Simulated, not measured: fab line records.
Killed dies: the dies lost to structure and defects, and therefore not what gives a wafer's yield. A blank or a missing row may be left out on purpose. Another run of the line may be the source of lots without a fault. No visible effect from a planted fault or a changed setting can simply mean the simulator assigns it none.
2 desks, one fault || flow n5-finfet || what lay behind the numbers comes last; until then each desk has only its own

== AT THE TOOL OWNER'S DESK: epi-rpcvd-04 ==
The tool's own readings at N5_SD_EPI_N_VAPOR_ETCH_50 (etches Si in HCl, time 54 s): means of the sampled wafers that have a number, for each lot that ran on this tool. Marked OUT: a lot whose mean sits more than 4 standard deviations from the usual mean, which makes it out of limits; the brackets give that distance.
Columns: A = throttle-valve-pct at N5_SD_EPI_N_VAPOR_ETCH_50, usual 11.7 %
{"lot": "L418", "first seen here": "day 3 13:51", "A": 11.4}
{"lot": "L422", "first seen here": "day 4 14:35", "A": 11.5}
{"lot": "L423", "first seen here": "day 4 20:32", "A": 11.5}
{"lot": "L424", "first seen here": "day 5 04:07", "A": 11.2}
{"lot": "L436", "first seen here": "day 8 01:58", "A": 11.4}
{"lot": "L437", "first seen here": "day 8 07:37", "A": 11.4}
{"lot": "L438", "first seen here": "day 8 15:21", "A": 11.3}
{"lot": "L439", "first seen here": "day 9 02:17", "A": 11.5}
Finding of this desk: none of the 8 lots has anything out of limits.

== METROLOGY DESK ==
What the gauges read for every lot (on any tool): the sampled wafers with a number, averaged. Marked OUT: a lot whose mean sits more than 4 standard deviations from the usual mean, which makes it out of limits; the brackets give that distance. Readings shown: 7 out of 15 (the first out of limits, and those lying furthest out on some lot).
Columns: A = DIBL_N at N5_BEOL_M4_RC_MEAS_101, usual 36.3 mV/V; B = IOFF_N at N5_BEOL_M4_RC_MEAS_101, usual 0.155 nA/um; C = IOFF_N_LIN at N5_BEOL_M4_RC_MEAS_101, usual 0.073 nA/um; D = ION_N at N5_BEOL_M4_RC_MEAS_101, usual 672 uA/um; E = REXT_N at N5_BEOL_M4_RC_MEAS_101, usual 75.3 ohm.um; F = VT_N at N5_BEOL_M4_RC_MEAS_101, usual 249.9 mV; G = VT_N_LVT at N5_BEOL_M4_RC_MEAS_101, usual 98.6 mV
{"lot": "L418", "first seen here": "day 10 12:52", "A": 35.4, "B": 0.146, "C": 0.072, "D": 670, "E": 77.3, "F": 249.8, "G": 97.0}
{"lot": "L422", "first seen here": "day 11 17:12", "A": "31.4 (-4.4) OUT", "B": 0.081, "C": 0.044, "D": "618 (-6.4) OUT", "E": "93.3 (+12) OUT", "F": 259.6, "G": "110.3 (+4.9) OUT"}
{"lot": "L423", "first seen here": "day 13 01:34", "A": 34.7, "B": 0.145, "C": 0.071, "D": 660, "E": 79.8, "F": 252.3, "G": 99.6}
{"lot": "L427", "first seen here": "day 14 12:06", "A": 37.4, "B": 0.156, "C": 0.070, "D": 664, "E": 76.7, "F": 251.6, "G": 97.9}
{"lot": "L439", "first seen here": "day 16 04:41", "A": 37.7, "B": 0.176, "C": 0.080, "D": 674, "E": 76.0, "F": 248.5, "G": 98.0}
{"lot": "L437", "first seen here": "day 16 08:40", "A": 34.7, "B": 0.158, "C": 0.073, "D": 669, "E": 77.1, "F": 249.5, "G": 96.9}
{"lot": "L434", "first seen here": "day 17 01:21", "A": 37.6, "B": 0.160, "C": 0.073, "D": 675, "E": 74.7, "F": 249.6, "G": 97.0}
{"lot": "L436", "first seen here": "day 17 06:04", "A": 37.9, "B": 0.183, "C": 0.085, "D": 684, "E": 76.4, "F": 246.4, "G": 97.8}
{"lot": "L424", "first seen here": "day 17 15:38", "A": 33.9, "B": 0.117, "C": 0.057, "D": 649, "E": "82.2 (+4.6) OUT", "F": 254.4, "G": 103.5}
{"lot": "L438", "first seen here": "day 17 17:07", "A": 36.0, "B": 0.158, "C": 0.077, "D": 674, "E": 73.8, "F": 249.1, "G": 97.0}
Per this desk, out of limits: L422, L424; the first was L422, day 11 17:12 (DIBL_N at N5_BEOL_M4_RC_MEAS_101). L418, L423, L427, L439, L437, L434, L436, L438: within limits.

== TAKEN TOGETHER ==
The metrology desk could have raised an alarm at day 11 17:12, on L422, L424.
Nothing out of limits was seen by the tool owner's desk.
The tool owner's desk has L422, L424 on record, within its limits.
The lots listed all ran N5_SD_EPI_N_VAPOR_ETCH_50 on epi-rpcvd-04.

== WHAT HAD BEEN PUT IN BY THE SIMULATOR ==
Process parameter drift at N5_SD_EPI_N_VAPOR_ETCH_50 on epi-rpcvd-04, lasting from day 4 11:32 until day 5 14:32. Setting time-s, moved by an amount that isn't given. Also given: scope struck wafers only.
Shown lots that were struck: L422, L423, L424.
Per desk, hours elapsed from the start of the fault to the first reading out of limits: for the metrology desk, 174.
